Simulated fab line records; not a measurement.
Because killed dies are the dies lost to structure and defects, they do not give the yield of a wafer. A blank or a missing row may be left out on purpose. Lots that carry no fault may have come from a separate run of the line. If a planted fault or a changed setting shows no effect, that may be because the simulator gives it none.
Tool commonality check -- flow nand_harc -- Sampled: 12 lots, 36 wafers

THE REASON FOR OPENING IT
On 3 of the 12 lots, a flag is raised at NHARC_A_SGD_CUT_OVL_MEAS_10 on the reading overlay_x_nm. Fault-free wafers read -0.1 nm, with a standard deviation of 0.8.
Rule: a lot is flagged when every wafer of it that has a number lies more than 4 standard deviations from that mean, or none has a number. The other lots count as sound.

lot,measured,on,"overlay_x_nm (nm), wafer by wafer",flag
L920,day 20 02:41,overlay-01,0.9 1.0 0.8,
L923,day 21 09:12,overlay-02,-0.8 0.0 -0.4,
L924,day 22 12:20,overlay-02,0.4 0.7 0.7,
L929,day 23 09:59,overlay-01,4.5 4.5 4.6,FLAGGED
L928,day 23 13:26,overlay-01,5.6 5.7 5.4,FLAGGED
L931,day 24 07:55,overlay-01,3.9 4.1 4.3,FLAGGED
L933,day 24 22:54,overlay-02,0.1 -0.2 -0.1,
L935,day 26 04:37,overlay-02,0.0 0.5 0.0,
L937,day 27 00:50,overlay-02,-1.6 -2.2 -1.3,
L936,day 27 01:53,overlay-02,0.2 -0.1 -1.1,
L940,day 28 04:29,overlay-02,-1.5 -1.7 -1.5,
L939,day 28 05:08,overlay-01,0.4 -0.2 -0.3,
Average over the flagged lots: 4.7 nm; offset from the usual +4.8 nm, equal to +6 standard deviations.

LOT BY LOT: THE TOOL USED
Before the reading, the record contains 3 process steps out of a 1302-step route. Each cell gives the tool, then ch followed by the chambers the sampled wafers passed through, then the start.
lot,flag,NHARC_A_STAIRCASE_DESCUM_443,NHARC_A_STAIRCASE_CMP_472,NHARC_A_SGD_CUT_EXPOSE_06
L920,,"rie_diel-13 ch 0,2,3, day 19 18:09","cmp-04 ch 0,1,3, day 20 01:32","arfi_scanner-02 ch 0, day 20 02:27"
L923,,"rie_diel-02 ch 0,2, day 21 00:05","cmp-03 ch 0,1,3, day 21 08:10","arfi_scanner-02 ch 0, day 21 08:59"
L924,,"rie_diel-13 ch 1,2, day 22 04:16","cmp-04 ch 0,2,3, day 22 11:02","arfi_scanner-01 ch 0, day 22 12:06"
L929,FLAGGED,"rie_diel-13 ch 0,1,2, day 23 01:59","cmp-04 ch 1,2, day 23 08:45","arfi_scanner-02 ch 0, day 23 09:46"
L928,FLAGGED,"rie_diel-02 ch 1,2, day 23 02:08","cmp-04 ch 0,1,2, day 23 12:24","arfi_scanner-02 ch 0, day 23 13:13"
L931,FLAGGED,"rie_diel-13 ch 2,3, day 23 21:00","cmp-04 ch 0,3, day 24 06:42","arfi_scanner-02 ch 0, day 24 07:40"
L933,,"rie_diel-04 ch 0,1,3, day 24 14:53","cmp-04 ch 0,3, day 24 21:43","arfi_scanner-03 ch 0, day 24 22:41"
L935,,"rie_diel-13 ch 0,1,3, day 25 20:41","cmp-03 ch 0,1,2, day 26 03:31","arfi_scanner-03 ch 0, day 26 04:23"
L937,,"rie_diel-13 ch 1,2,3, day 26 16:59","cmp-02 ch 0,1,3, day 26 23:44","arfi_scanner-03 ch 0, day 27 00:37"
L936,,"rie_diel-02 ch 0,1, day 26 16:55","cmp-04 ch 0,1,3, day 27 00:40","arfi_scanner-03 ch 0, day 27 01:40"
L940,,"rie_diel-13 ch 0,1,2, day 27 20:34","cmp-02 ch 0,2, day 28 03:16","arfi_scanner-03 ch 0, day 28 04:15"
L939,,"rie_diel-02 ch 1,3, day 27 20:24","cmp-04 ch 0,1,2, day 28 04:05","arfi_scanner-03 ch 0, day 28 04:55"
These steps, and what they do:
- NHARC_A_STAIRCASE_DESCUM_443: chemistry O2, time 3 s.
- NHARC_A_STAIRCASE_CMP_472: polishes SiO2.
- NHARC_A_SGD_CUT_EXPOSE_06: exposes mask SGD.
- NHARC_A_SGD_CUT_OVL_MEAS_10

FLAGGED OVER TOTAL, TOOL BY TOOL (the gauges that took the reading come last)
step,tool,lots run,flagged,share of the flagged lots,sound lots run after its first flagged lot
NHARC_A_STAIRCASE_DESCUM_443,rie_diel-02,4,1,some,"2 (L936,L939)"
NHARC_A_STAIRCASE_DESCUM_443,rie_diel-04,1,0,none,-
NHARC_A_STAIRCASE_DESCUM_443,rie_diel-13,7,2,some,"3 (L935,L937,L940)"
NHARC_A_STAIRCASE_CMP_472,cmp-02,2,0,none,-
NHARC_A_STAIRCASE_CMP_472,cmp-03,2,0,none,-
NHARC_A_STAIRCASE_CMP_472,cmp-04,8,3,all,"3 (L933,L936,L939)"
NHARC_A_SGD_CUT_EXPOSE_06,arfi_scanner-01,1,0,none,-
NHARC_A_SGD_CUT_EXPOSE_06,arfi_scanner-02,5,3,all,0
NHARC_A_SGD_CUT_EXPOSE_06,arfi_scanner-03,6,0,none,-
NHARC_A_SGD_CUT_OVL_MEAS_10,overlay-01,5,3,all,1 (L939)
NHARC_A_SGD_CUT_OVL_MEAS_10,overlay-02,7,0,none,-

WHAT THE TABLE ALLOWS
Rows of the table that ran every flagged lot, 3 in all: cmp-04 at NHARC_A_STAIRCASE_CMP_472, arfi_scanner-02 at NHARC_A_SGD_CUT_EXPOSE_06, overlay-01 at NHARC_A_SGD_CUT_OVL_MEAS_10.
- cmp-04 at NHARC_A_STAIRCASE_CMP_472: 3 of its 8 lots flagged. Sound lots ran on it after the first flagged one (L933, L936, L939), which a lasting fault on the whole tool wouldn't allow.
- arfi_scanner-02 at NHARC_A_SGD_CUT_EXPOSE_06: 3 of its 5 lots flagged. Its last sound lot is L923 (day 21 08:59), its first flagged lot L929 (day 23 09:46): a fault that began between those two fits.
- overlay-01 at NHARC_A_SGD_CUT_OVL_MEAS_10: 3 of its 5 lots flagged. Sound lots ran on it after the first flagged one (L939), which a lasting fault on the whole tool wouldn't allow.
Left over: one tool, arfi_scanner-02 at NHARC_A_SGD_CUT_EXPOSE_06.

WHAT HAD BEEN PUT IN BY THE SIMULATOR
Scanner matching overlay: arfi_scanner-02, from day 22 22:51 on, at NHARC_A_SGD_CUT_EXPOSE_06. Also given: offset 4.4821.
Struck lots among those shown: L929, L928, L931. Same finding as the rule above.
